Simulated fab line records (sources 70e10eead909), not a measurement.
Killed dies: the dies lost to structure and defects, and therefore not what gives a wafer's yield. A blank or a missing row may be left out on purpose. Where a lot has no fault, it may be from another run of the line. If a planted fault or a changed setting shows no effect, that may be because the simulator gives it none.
A struck lot beside a sound one + flow nand-harc + 39 out of 1302 route steps
Sound: these wafers, L157.3, L157.5, L157.6. Struck: wafers L166.4, L166.5. (L166.1 of the same lot was not struck and is left out.) The cause comes at the end.
For every step that has rows: the tool of each side, followed by ch and its chambers, followed by its first start. Under that, the readings that differ: sound wafers + struck wafers + difference of the means + sigmas: that difference in standard deviations of wafers without a fault.
alike: same words and numbers on both sides, and readings whose means sit less than 2 such deviations apart. not compared: any withheld reading, any reading some wafer has no value for, any bound like >300 that may hide the same value, and any number with overlapping values for which the record gives no deviation.
The two part at a step that has a row with sigmas, a row that says differs or no value, or rows on one side only. Numbers that have no deviation but don't overlap get no sigmas and don't part them. Lack of a reading on every wafer of one side parts them only where that side has two or more wafers.

first, 3 steps without rows for these wafers: NHARC_A_STAIRCASE_TRIM_191 (chemistry O2, time 211.2 s); NHARC_A_STAIRCASE_ETCH_192 (etches the open film in C4F8/O2, target depth 100 nm, time 40.5 s); NHARC_A_STAIRCASE_TRIM_193 (chemistry O2, time 211.2 s).
NHARC_A_STAIRCASE_ETCH_194: etches the open film in C4F8/O2, target depth 100 nm, time 40.5 s.
  sound: rie-diel-07 ch 0,3; struck: rie-diel-06 ch 0,1
  alike: oes-product-au, rf-vpp-V
  not compared: rf-hours-counter-h
then, 6 steps without rows for these wafers: NHARC_A_STAIRCASE_TRIM_196 (chemistry O2, time 211.2 s); NHARC_A_STAIRCASE_ETCH_197 (etches the open film in C4F8/O2, target depth 100 nm, time 40.5 s); NHARC_A_STAIRCASE_TRIM_198 (chemistry O2, time 211.2 s); NHARC_A_STAIRCASE_ETCH_199 (etches the open film in C4F8/O2, target depth 100 nm, time 40.5 s); NHARC_A_STAIRCASE_TRIM_200 (chemistry O2, time 211.2 s); NHARC_A_STAIRCASE_ETCH_201 (etches the open film in C4F8/O2, target depth 100 nm, time 40.5 s).
NHARC_A_STAIRCASE_TRIM_202: chemistry O2, time 211.2 s.
  sound: rie-diel-07 ch 0,1; struck: rie-diel-07 ch 1,3
  alike: drypump-motor-current-A, mfc-ar-sccm, oes-product-au, rf-vpp-V, showerhead-plenum-p-Torr, throttle-valve-pct
  not compared: rf-hours-counter-h
NHARC_A_STAIRCASE_ETCH_203: etches the open film in C4F8/O2, target depth 100 nm, time 40.5 s.
  sound on rie-diel-07 ch 0,1,3, day 16 13:11; struck on rie-diel-07 ch 2, day 20 10:21
  alike: oes-product-au, rf-vpp-V
  not compared: rf-hours-counter-h
NHARC_A_STAIRCASE_STRIP_205: strips in O2.
  sound on plasma-asher-01 ch 0,1, day 16 13:28; struck on plasma-asher-01 ch 0, day 20 10:34
  alike: drypump-motor-current-A, heater-power-w
  not compared: rf-hours-counter-h
then, 12 steps without rows for these wafers: NHARC_A_STAIRCASE_STRIP_206 (strips in SPM, time 900 s); NHARC_A_STAIRCASE_PRECLEAN_207 (cleans in SC1); NHARC_A_STAIRCASE_SRD_208; NHARC_A_STAIRCASE_DEHYDRATE_209 (time 120 s); NHARC_A_STAIRCASE_HMDS_210 (time 30 s); NHARC_A_STAIRCASE_COAT_211; NHARC_A_STAIRCASE_SOFTBAKE_212 (time 170 s); NHARC_A_STAIRCASE_EBR_213; NHARC_A_STAIRCASE_EXPOSE_214 (exposes mask STAIR 3); NHARC_A_STAIRCASE_PEB_215 (peb time 130 s); NHARC_A_STAIRCASE_DEVELOP_216 (time 140 s); NHARC_A_STAIRCASE_HARDBAKE_218 (time 140 s).
NHARC_A_STAIRCASE_DESCUM_219: chemistry O2, time 3 s.
  sound on rie-diel-01 ch 0,2,3, day 16 14:54; struck on rie-diel-06 ch 1,3, day 20 12:05
| reading      | sound          | struck    | difference | sigmas |
|--------------|----------------|-----------|------------|--------|
| rf-vpp-V (V) | 57.1 56.3 58.5 | 58.8 59.7 | +2.0       | +2     |
  alike: drypump-motor-current-A, mfc-ar-sccm, oes-product-au, showerhead-plenum-p-Torr, throttle-valve-pct
  not compared: rf-hours-counter-h
then, 6 steps without rows for these wafers: NHARC_A_STAIRCASE_TRIM_220 (chemistry O2, time 211.2 s); NHARC_A_STAIRCASE_ETCH_221 (etches the open film in C4F8/O2, target depth 100 nm, time 40.5 s); NHARC_A_STAIRCASE_TRIM_222 (chemistry O2, time 211.2 s); NHARC_A_STAIRCASE_ETCH_223 (etches the open film in C4F8/O2, target depth 100 nm, time 40.5 s); NHARC_A_STAIRCASE_TRIM_224 (chemistry O2, time 211.2 s); NHARC_A_STAIRCASE_ETCH_225 (etches the open film in C4F8/O2, target depth 100 nm, time 40.5 s).
NHARC_A_STAIRCASE_TRIM_226: chemistry O2, time 211.2 s.
  sound: rie-diel-01 ch 0,1; struck: rie-diel-06 ch 3
  alike: drypump-motor-current-A, mfc-ar-sccm, oes-product-au, rf-vpp-V, showerhead-plenum-p-Torr, throttle-valve-pct
  not compared: rf-hours-counter-h
then, 5 steps without rows for these wafers: NHARC_A_STAIRCASE_ETCH_227 (etches the open film in C4F8/O2, target depth 100 nm, time 40.5 s); NHARC_A_STAIRCASE_TRIM_229 (chemistry O2, time 211.2 s); NHARC_A_STAIRCASE_ETCH_230 (etches the open film in C4F8/O2, target depth 100 nm, time 40.5 s); NHARC_A_STAIRCASE_TRIM_231 (chemistry O2, time 211.2 s); NHARC_A_STAIRCASE_ETCH_232 (etches the open film in C4F8/O2, target depth 100 nm, time 40.5 s).
-- the record jumps here: 9 days lie between the struck wafers' starts before and after (it left off in module A_STAIRCASE and takes up again in module END, whose first step shown is number 1302 of the route) --
NHARC_END_SORT_01:
  at this point the record logs the struck wafers (prober-02 ch 0, day 29 07:58) and has no rows for the sound ones

## WHERE THEY PART
Last at NHARC_END_SORT_01 as far as this record goes, first at NHARC_A_STAIRCASE_DESCUM_219.

WHY: the cause the simulator had injected
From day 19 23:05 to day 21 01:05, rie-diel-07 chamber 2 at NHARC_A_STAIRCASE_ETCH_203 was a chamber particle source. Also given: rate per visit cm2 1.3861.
